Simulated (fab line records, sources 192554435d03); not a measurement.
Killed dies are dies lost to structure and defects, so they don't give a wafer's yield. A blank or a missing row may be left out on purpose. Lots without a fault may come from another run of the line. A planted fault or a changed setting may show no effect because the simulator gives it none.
Chamber matching | flow n5_finfet | N5_DUMMY_GATE_ALD_02 on ald_sin-04: 4 sister chambers
The step deposits SiO2, target thk 2 nm, pulse time 1 s. 24 wafers are shown with their chamber, then 12 later ones without.

WAFERS WITH THEIR CHAMBER
wafer  | chamber | heater_power_w (W) | precursor_pulse_height_rel
L075.1 | 0       | 486                | 1.005
L075.2 | 1       | 476                | 0.978
L075.6 | 1       | 472                | 0.995
L076.1 | 3       | 515                | 0.988
L076.3 | 0       | 489                | 0.988
L076.6 | 3       | 513                | 0.991
L078.1 | 1       | 476                | 1.016
L078.3 | 2       | 450                | 1.011
L078.5 | 0       | 494                | 0.989
L081.1 | 2       | 460                | 0.981
L081.3 | 3       | 524                | 1.007
L081.6 | 1       | 468                | 1.014
L082.2 | 0       | 491                | 1.010
L082.4 | 3       | 520                | 1.013
L082.5 | 2       | 449                | 0.982
L083.1 | 1       | 471                | 1.000
L083.4 | 3       | 514                | 0.990
L083.5 | 1       | 476                | 1.017
L084.1 | 2       | 451                | 1.011
L084.5 | 2       | 468                | 1.023
L084.6 | 3       | 506                | 1.016
L085.1 | 2       | 453                | 1.007
L085.4 | 0       | 488                | 1.017
L085.5 | 1       | 471                | 1.010

SIGNATURES (means of the wafers above)
reading                    | chamber 0 | chamber 1 | chamber 2 | chamber 3 | scatter within a chamber
heater_power_w             | 489.60    | 472.86    | 455.17    | 515.33    | 5.31
precursor_pulse_height_rel | 1.00180   | 1.00429   | 1.00250   | 1.00083   | 0.0144
Rule: a wafer's distance from a chamber is the root of the sum, over the readings, of the square of ((its reading less the chamber's mean) divided by the reading's scatter). The wafer belongs to the nearest chamber; if the next one is less than 2 further off, it can't be placed. The scatter: the root of (the sum of the squares of (reading less its chamber's mean) over the shown wafers, divided by (wafers less chambers)).

WAFERS WITHOUT THEIR CHAMBER
wafer  | heater_power_w (W) | precursor_pulse_height_rel
L087.1 | 450                | 1.000
L087.5 | 502                | 0.982
L087.6 | 479                | 0.971
L090.4 | 490                | 1.033
L090.5 | 465                | 1.009
L090.6 | 468                | 1.016
L095.1 | 479                | 1.021
L095.3 | 501                | 1.044
L095.5 | 488                | 1.003
L097.1 | 484                | 0.997
L097.3 | 510                | 1.014
L097.5 | 461                | 0.982

WHICH CHAMBER EACH WENT THROUGH
wafer  | from the rows above     | in truth
L087.1 | 2                       | 2
L087.5 | can't be placed: 0 or 3 | 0
L087.6 | can't be placed: 1 or 0 | 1
L090.4 | can't be placed: 0 or 1 | 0
L090.5 | can't be placed: 1 or 2 | 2
L090.6 | can't be placed: 1 or 2 | 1
L095.1 | can't be placed: 1 or 0 | 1
L095.3 | can't be placed: 0 or 3 | 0
L095.5 | 0                       | 0
L097.1 | can't be placed: 0 or 1 | 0
L097.3 | 3                       | 3
L097.5 | can't be placed: 2 or 1 | 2
Placed correctly: 3 of 12. Can't be placed from these rows: 9 (the true chamber is among the candidates in 9). Placed wrongly: 0.
